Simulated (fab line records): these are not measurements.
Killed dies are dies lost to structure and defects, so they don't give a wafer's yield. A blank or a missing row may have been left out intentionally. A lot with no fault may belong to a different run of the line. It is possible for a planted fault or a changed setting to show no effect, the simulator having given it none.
Lot-split experiment | flow n5_finfet | 21 wafers read from 7 lots, route of 1938 steps

ABOUT THE SPLIT
At N5_MOL_CONTACT_COAG_PECVD_31 (deposits SiO2 from TEOS/O2, target thk 46 nm, time 8.9 s), the setting temp_c was moved away from the recipe's 400 C on 9 of the 21 wafers read, by -3.5% to +4.0%. For the rest of the wafers, this setting stayed at what the recipe calls for.

FROM THE SPLIT TO THE READING: what the file shows between them, 4 steps
- N5_MOL_CONTACT_COAG_COAT_75: time 60 s, resist thk 60 nm
- N5_MOL_CONTACT_COAG_COAT_76: time 60 s, resist thk 10 nm
- N5_MOL_CONTACT_COAG_ETCHBACK_135: etches SiO2 in CHF3, target depth 25 nm, time 16.7 s
- N5_MOL_CONTACT_COAG_STRIP_118: strips in CHF3

THE READING
etch.depth_nm (the simulator's own value, which no gauge read), in nm, at N5_MOL_CONTACT_COAG_VIA_ETCH_46 (etches SiO2 in C4F6/O2, target depth 46 nm, overetch 9.2 nm, time 40 s). There is no usual value for it anywhere in the file. Here, 12 wafers ran the recipe; their average is 45.88 nm with a standard deviation of 0.52 nm.

wafer  | tool, chamber at the split | temp_c as run, C | against the recipe | etch.depth_nm, nm | against lot-mates on the recipe
L077.3 | pecvd-03, 2                | 400              | recipe             | 45.52             | -
L077.4 | pecvd-03, 2                | 416.2            | +4.0%              | 41.91             | -3.61
L077.5 | pecvd-03, 1                | 416.2            | +4.0%              | 41.6              | -3.92
L078.2 | pecvd-02, 2                | 400              | recipe             | 45.61             | -
L078.5 | pecvd-02, 1                | 386.1            | -3.5%              | 50.05             | +4.44
L078.6 | pecvd-02, 2                | 386.1            | -3.5%              | 50.64             | +5.03
L082.1 | pecvd-02, 1                | 400              | recipe             | 45.98             | -
L082.2 | pecvd-02, 2                | 394              | -1.5%              | 47.08             | +1.10
L082.5 | pecvd-02, 0                | 394              | -1.5%              | 48.05             | +2.07
L090.1 | pecvd-04, 0                | 400              | recipe             | 46.54             | -
L090.3 | pecvd-04, 1                | 400              | recipe             | 45.62             | -
L090.6 | pecvd-04, 0                | 400              | recipe             | 46.59             | -
L091.1 | pecvd-03, 0,1              | 400              | recipe             | 45.19             | -
L091.3 | pecvd-03, 0,1              | 400              | recipe             | 45.14             | -
L091.4 | pecvd-03, 0                | 411.4            | +2.8%              | 42.92             | -2.24
L095.1 | pecvd-02, 0,1              | 390.2            | -2.5%              | 49.08             | +2.26
L095.3 | pecvd-02, 0,1              | 390.2            | -2.5%              | 49.09             | +2.27
L095.5 | pecvd-02, 0                | 400              | recipe             | 46.82             | -
L097.1 | pecvd-02, 2                | 400              | recipe             | 45.69             | -
L097.2 | pecvd-02, 0                | 400              | recipe             | 46.07             | -
L097.4 | pecvd-02, 2                | 400              | recipe             | 45.85             | -
When a row names more than one chamber, that row covers several wafers, and the file does not tell which wafer ran in which chamber.

THE FIT
A straight line over all 21 wafers: etch.depth_nm changes by -1.14 nm for each +1% of temp_c; r = -0.98; the points scatter about the line by 0.51 nm.
The same after taking each lot's own level away (the mean of its wafers on the recipe; 21 wafers): -1.04 nm for each +1%; r = -0.98; scatter 0.48 nm.
According to that fit, moving temp_c by its largest amount changes the reading by 4.2 nm.
Measured against the standard deviation above, the lots' own levels, which go from 45.165 to 46.820 nm, span 3.2 times it.
Consequently the slope shifts little with the lot-to-lot level, the two slopes agreeing.
Check: -4.23 nm against its lot-mates is what the line predicts for one of the wafers moved furthest among these (+4.0%) when that wafer is left out of the fit. Against them it came out at -3.61 nm.

FURTHER SPLITS ON THESE WAFERS
Other splits were also applied to these wafers ahead of the reading. Each is held against what the fit with the lots' levels taken away leaves over:
other split on the same wafers        | wafers away from the commonest value | r with etch.depth_nm (lot level and that fit taken away)
N5_MOL_CONTACT_COAG_COAT_104 spin_rpm | 6                                    | +0.13

THE WHOLE CHAIN: every reading that the file lists as answering this split, in the file's order
step                            | what it does                                                           | reading                                                                                   | change (the file's fit)              | r (the file's)
N5_MOL_CONTACT_COAG_PECVD_31    | deposits SiO2 from TEOS/O2, target thk 46 nm, time 8.9 s               | SiO2_of_MOL_CONTACT_COAG_PECVD_31.thk_nm (the simulator's own value, which no gauge read) | -1.02 nm for each +1% of the setting | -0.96
N5_MOL_CONTACT_COAG_VIA_ETCH_46 | etches SiO2 in C4F6/O2, target depth 46 nm, overetch 9.2 nm, time 40 s | etch.depth_nm (the simulator's own value, which no gauge read)                            | -1.03 nm for each +1% of the setting | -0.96

FILE'S OWN FIT
etch.depth_nm changes by -1.03 nm for each +1% of temp_c, r = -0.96.
